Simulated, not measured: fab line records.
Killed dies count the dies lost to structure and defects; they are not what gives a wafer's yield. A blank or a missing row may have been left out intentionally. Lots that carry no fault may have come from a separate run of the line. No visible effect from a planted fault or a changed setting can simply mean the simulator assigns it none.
What tool caused it? + flow nand-harc + Sampling: 12 lots, 36 wafers, 2 of 1302 route steps

WHAT THE GAUGES READ, wafer by wafer
NHARC_P_BONDPAD_OVL_MEAS_38.
| lot  | measured     | on         | overlay-x-nm (nm) |
|------|--------------|------------|-------------------|
| L074 | day 7 04:13  | overlay-01 | 7 7 7             |
| L077 | day 8 08:37  | overlay-01 | -6 -6 -7          |
| L079 | day 8 19:25  | overlay-01 | 7 7 7             |
| L081 | day 9 10:12  | overlay-02 | -6 -5 -6          |
| L083 | day 10 09:41 | overlay-02 | -5 -5 -5          |
| L085 | day 11 04:24 | overlay-02 | 4 3 3             |
| L087 | day 12 14:44 | overlay-02 | -8 -8 -7          |
| L088 | day 12 17:24 | overlay-01 | 4 4 4             |
| L091 | day 13 15:02 | overlay-02 | 3 3 2             |
| L093 | day 14 09:43 | overlay-02 | -2 -3 -2          |
| L095 | day 15 09:22 | overlay-01 | 8 7 8             |
| L097 | day 16 04:46 | overlay-02 | 1 2 1             |

WHICH TOOL RAN EACH LOT (tool, then ch and the chambers of the sampled wafers, then the start)
| lot  | NHARC_P_M2_PRE_CLEAN_30                 |
|------|-----------------------------------------|
| L074 | pvd-sputter-01, day 7 04:13 or earlier  |
| L077 | pvd-sputter-02, day 8 08:37 or earlier  |
| L079 | pvd-sputter-01, day 8 19:25 or earlier  |
| L081 | pvd-sputter-03, day 9 10:12 or earlier  |
| L083 | pvd-sputter-02, day 10 09:41 or earlier |
| L085 | pvd-sputter-02, day 11 04:24 or earlier |
| L087 | pvd-sputter-01, day 12 14:44 or earlier |
| L088 | pvd-sputter-01, day 12 17:24 or earlier |
| L091 | pvd-sputter-02, day 13 15:02 or earlier |
| L093 | pvd-sputter-02, day 14 09:43 or earlier |
| L095 | pvd-sputter-01, day 15 09:22 or earlier |
| L097 | pvd-sputter-02, day 16 04:46 or earlier |
- NHARC_P_M2_PRE_CLEAN_30: time 30 s.

THE ANSWER, worked out from the rows above alone
Rule: the usual values come from the lots themselves. The widest of any qualifying gaps counts: lots, ordered by their means at a reading, are off when they make up no more than a third of the lots, leave a main group of 4 or more, and stand apart from it by 3 or more times the standard deviation of that group's means. A main group is skipped when, at the precision printed for the reading in the tables above, its means are all equal. Also off: a lot with no number at a reading for which 4 or more lots have one. All remaining lots with rows at the step are treated as sound.
None of the lots is off at any reading shown; this tells nothing.

WHAT THE SIMULATOR HAD PUT IN
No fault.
